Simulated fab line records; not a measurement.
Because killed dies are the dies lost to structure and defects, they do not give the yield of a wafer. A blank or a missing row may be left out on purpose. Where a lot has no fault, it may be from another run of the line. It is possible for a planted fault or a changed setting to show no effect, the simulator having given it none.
Split-lot trial | flow n5_finfet | route with 1938 steps; 4 lots, 21 wafers read

== ON THE SPLIT ==
At N5_BEOL_M12_COAT_04 (resist thk 400 nm), the setting spin_rpm was moved away from the recipe's 1625 rpm on 6 of the 21 wafers read, by -6.2% to +7.6%. This setting was run at the recipe's value on the other wafers.

== FROM THE SPLIT TO THE READING: what the file shows between them, 4 steps ==
- N5_BEOL_M12_PEB_08: peb time 90 s (also split here: peb_time_s)
- N5_BEOL_M12_DEVELOP_09: develop time 45 s
- N5_BEOL_M12_HARDBAKE_14: time 120 s
- N5_BEOL_M12_DESCUM_15: chemistry O2, time 7.9 s

== THE READING ==
coat_of_BEOL_M12_COAT_04.thk_nm (the simulator's own value, which no gauge read), in nm, at N5_BEOL_M12_ETCH_59 (etches BARC in N2/H2, target depth 89 nm, overetch 26.7 nm, time 67.9 s). No usual value for it is given in the file. Here, 15 wafers ran the recipe; their average is 319.3 nm with a standard deviation of 2.6 nm.

wafer  | tool, chamber at the split | spin_rpm as run, rpm | against the recipe | coat_of_BEOL_M12_COAT_04.thk_nm, nm | against lot-mates on the recipe
L081.4 | litho_track-02, 0          | 1625                 | recipe             | 321                                 | -
L081.5 | litho_track-02, 0          | 1625                 | recipe             | 324.8                               | -
L081.6 | litho_track-02, 0          | 1625                 | recipe             | 321.6                               | -
L079.1 | litho_track-03, 0          | 1625                 | recipe             | 320.2                               | -
L079.5 | litho_track-03, 0          | 1625                 | recipe             | 320.2                               | -
L079.2 | litho_track-03, 0          | 1524                 | -6.2%              | 332.6                               | +13.9
L079.3 | litho_track-03, 0          | 1524                 | -6.2%              | 327.8                               | +9.1
L079.4 | litho_track-03, 0          | 1625                 | recipe             | 315.8                               | -
L079.6 | litho_track-03, 0          | 1524                 | -6.2%              | 332.8                               | +14.1
L089.1 | litho_track-04, 0          | 1625                 | recipe             | 318                                 | -
L089.2 | litho_track-04, 0          | 1625                 | recipe             | 321.8                               | -
L089.3 | litho_track-04, 0          | 1625                 | recipe             | 317.4                               | -
L089.4 | litho_track-04, 0          | 1625                 | recipe             | 315.8                               | -
L089.5 | litho_track-04, 0          | 1625                 | recipe             | 316                                 | -
L089.6 | litho_track-04, 0          | 1625                 | recipe             | 318.8                               | -
L087.1 | litho_track-04, 0          | 1749                 | +7.6%              | 304                                 | -15.1
L087.2 | litho_track-04, 0          | 1749                 | +7.6%              | 305.8                               | -13.3
L087.3 | litho_track-04, 0          | 1625                 | recipe             | 318.8                               | -
L087.4 | litho_track-04, 0          | 1625                 | recipe             | 317                                 | -
L087.5 | litho_track-04, 0          | 1749                 | +7.6%              | 303.6                               | -15.5
L087.6 | litho_track-04, 0          | 1625                 | recipe             | 321.6                               | -

FIT RESULTS
A straight line over all 21 wafers: coat_of_BEOL_M12_COAT_04.thk_nm changes by -1.92 nm for each +1% of spin_rpm; r = -0.95; the points scatter about the line by 2.5 nm.
The same after taking each lot's own level away (the mean of its wafers on the recipe; 21 wafers): -1.95 nm for each +1%; r = -0.97; scatter 2 nm.
That fit puts the effect of the largest move of spin_rpm on the reading at 15 nm.
Measured against the standard deviation above, the lots' own levels, which go from 317.97 to 322.47 nm, span 1.8 times it.
Hence the lot-to-lot level has little effect on the slope; both slopes agree.
Check: with one of the wafers moved furthest among these (+7.6%) left out of the fit, the line predicts -14.7 nm for it against its lot-mates. Against them it came out at -15.1 nm.

== OTHER SPLITS ON THESE WAFERS ==
Before the reading, these wafers also passed through other splits. Each is held against what the fit with the lots' levels taken away leaves over:
other split on the same wafers | wafers away from the commonest value | r with coat_of_BEOL_M12_COAT_04.thk_nm (lot level and that fit taken away)
N5_BEOL_M9_COAT_60 spin_rpm    | 6                                    | -0.06
N5_BEOL_M10_DEP_56 time_s      | 6                                    | +0.02
N5_BEOL_M11_COAT_05 spin_rpm   | 6                                    | -0.04
N5_BEOL_M12_PEB_08 peb_time_s  | 9                                    | +0.08

== THE WHOLE CHAIN: every reading that the file lists as answering this split, in the file's order ==
step                | what it does                                                            | reading                                                                          | change (the file's fit)              | r (the file's)
N5_BEOL_M12_COAT_04 | resist thk 400 nm                                                       | coat_of_BEOL_M12_COAT_04.thk_nm (the simulator's own value, which no gauge read) | -2.02 nm for each +1% of the setting | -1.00
N5_BEOL_M12_ETCH_59 | etches BARC in N2/H2, target depth 89 nm, overetch 26.7 nm, time 67.9 s | coat_of_BEOL_M12_COAT_04.thk_nm (the simulator's own value, which no gauge read) | -1.95 nm for each +1% of the setting | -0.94

== THE FILE'S OWN FIT ==
coat_of_BEOL_M12_COAT_04.thk_nm changes by -1.95 nm for each +1% of spin_rpm, r = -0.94.
